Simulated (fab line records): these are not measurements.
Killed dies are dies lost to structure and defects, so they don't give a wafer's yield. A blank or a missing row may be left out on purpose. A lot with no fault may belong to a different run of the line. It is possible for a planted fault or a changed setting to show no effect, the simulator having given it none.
Matching of chambers | flow n5Finfet | N5_BEOL_M4_DEP_57 on pecvd-02 has 3 sister chambers
The step deposits SiCN from 3MS/NH3, target thk 8 nm, time 14 s. 6 wafers are shown with their chamber, then 12 later ones without.

EACH WAFER AND ITS CHAMBER
wafer  | chamber | showerheadPlenumPTorr (Torr) | throttleValvePct (%)
L084.3 | 1       | 3.639                        | 8.6
L087.4 | 0       | 3.657                        | 8.7
L087.5 | 1       | 3.643                        | 8.6
L090.2 | 2       | 3.673                        | 8.8
L090.4 | 2       | 3.665                        | 8.5
L090.6 | 0       | 3.646                        | 8.8

WAFERS WITHOUT THEIR CHAMBER
wafer  | showerheadPlenumPTorr (Torr) | throttleValvePct (%)
L092.4 | 3.669                        | 9.2
L092.5 | 3.651                        | 8.6
L092.6 | 3.654                        | 8.9
L094.2 | 3.649                        | 8.9
L094.4 | 3.651                        | 8.8
L094.6 | 3.681                        | 8.8
L095.1 | 3.661                        | 8.5
L095.4 | 3.673                        | 8.8
L095.5 | 3.642                        | 8.5
L096.2 | 3.658                        | 8.9
L096.4 | 3.675                        | 9.0
L096.6 | 3.667                        | 8.6

WHICH CHAMBER EACH ONE RAN IN
wafer  | from the rows above          | in truth
L092.4 | can't be placed: 2 or 0      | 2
L092.5 | can't be placed: 0 or 1 or 2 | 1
L092.6 | can't be placed: 0 or 1 or 2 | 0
L094.2 | can't be placed: 0 or 1      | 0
L094.4 | can't be placed: 0 or 1      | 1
L094.6 | 2                            | 2
L095.1 | can't be placed: 2 or 0 or 1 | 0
L095.4 | 2                            | 2
L095.5 | can't be placed: 1 or 0      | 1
L096.2 | can't be placed: 0 or 2      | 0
L096.4 | can't be placed: 2 or 0      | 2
L096.6 | 2                            | 2
Correct placement for 3 of the 12. These rows do not allow placing 9 (true chamber among the candidates in 9). 0 placed wrongly.
How it was worked out, from the rows above alone: a wafer's distance from a chamber is the root of the sum, over the readings, of the square of ((its reading less the chamber's mean) divided by the reading's scatter). The wafer belongs to the nearest chamber; if the next one is less than 2 further off, it can't be placed. Each chamber's mean is taken over the wafers shown for it. How the scatter is found: for the shown wafers, subtract from each reading the mean of its chamber, square and add these, divide the total by (wafers less chambers), then take the root.
